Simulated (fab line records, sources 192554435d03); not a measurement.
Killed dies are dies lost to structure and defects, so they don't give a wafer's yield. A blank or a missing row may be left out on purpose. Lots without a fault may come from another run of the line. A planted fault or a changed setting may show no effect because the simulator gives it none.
Problem report in the 8D (eight disciplines) form, filled by code | flow n5_finfet | the parts of the form that need people (team, actions taken, sign-off) are left out

1. THE PROBLEM
etch_rf_on_time_s at N5_BEOL_M2_ETCH_77 reads a mean of 6.78 s on 1 wafer of 1 lot; wafers without a fault read 5.14 s with a standard deviation of 0.24. That is +6.8 standard deviations from the usual mean.
The step: etches underlayer in N2/H2, target depth 6.5 nm, time 5.2 s.
First seen on wafer L429.4, day 9 13:42, on rie_diel-03. The record holds 14 wafers of 5 lots with a number at this step. Rule for "out", or "out of limits": more than 4 standard deviations from the usual mean. The other wafers with a number count as sound.

2. WHAT IT IS AND WHAT IT IS NOT
question                    | is                | is not
which readings at this step | etch_rf_on_time_s | drypump_motor_current_A, oes_product_au, rf_vpp_V, showerhead_plenum_p_Torr, throttle_valve_pct
which lots                  | L429              | L419, L422, L437, L438
which wafers of those lots  | L429.4            | L429.5
read on which tools         | rie_diel-03       | rie_diel-04, rie_diel-05
when                        | from day 9 13:42  | up to then (7 sound wafers); but 6 sound wafers of L437, L438 came after

3. SUSPECTS, AND WHAT RULES EACH OUT
Counting: a tool at a process step up to the reading stays a suspect if it ran every lot that is out. Sound lots after the first of them don't rule it out here, since some wafers of a struck lot are sound.
- rie_diel-03 at N5_BEOL_M2_DESCUM_33 (chemistry O2, time 7 s): kept. It ran the lot that is out, L429 (day 9 13:40); its last sound lot up to then is L419 (day 6 22:11).
- rie_diel-03 at N5_BEOL_M2_ETCH_77 (etches underlayer in N2/H2, target depth 6.5 nm, time 5.2 s): kept. It ran the lot that is out, L429 (day 9 13:42); its last sound lot up to then is L419 (day 6 22:14). Its own readings are out on those wafers: etch_rf_on_time_s.
- Within rie_diel-03 at N5_BEOL_M2_DESCUM_33: the wafers that are out ran in chamber 3; their sound lot-mates ran in chamber 1.
- Within rie_diel-03 at N5_BEOL_M2_ETCH_77: the wafers that are out ran in chamber 3; their sound lot-mates ran in chamber 1.
Left after counting: rie_diel-03 at N5_BEOL_M2_DESCUM_33, rie_diel-03 at N5_BEOL_M2_ETCH_77.

4. THE CAUSE (what the simulator had put in)
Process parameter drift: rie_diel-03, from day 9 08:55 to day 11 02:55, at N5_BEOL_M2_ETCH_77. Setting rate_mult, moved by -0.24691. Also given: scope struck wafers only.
Counting left 2 suspects, and this tool is among them.

5. THE CHAIN OF EFFECTS, in route order
Each row: a reading whose mean over the struck wafers that have a number lies more than 3 standard deviations from the usual. Only readings for which the record gives a usual standard deviation are gone through. hours: the time from each lot's start at the first step in this table that gives one to its start at this step, as a median over the lots. sigmas: the change in usual standard deviations.
hours | step               | reading           | usual  | on struck wafers | change | sigmas
0     | N5_BEOL_M2_ETCH_77 | etch_rf_on_time_s | 5.14 s | 6.78             | +1.64  | +6.8
The process steps in it:
- N5_BEOL_M2_ETCH_77: etches underlayer in N2/H2, target depth 6.5 nm, time 5.2 s.
Later measuring or inspecting steps at which every struck wafer that the step has a row for has a number for every such reading, and none has moved that far: N5_BEOL_M4_RC_MEAS_101.

6. WHAT WOULD HAVE CAUGHT IT SOONER
In this record the first reading out of limits was taken at day 9 13:42, 5 hours after the fault began at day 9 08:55.
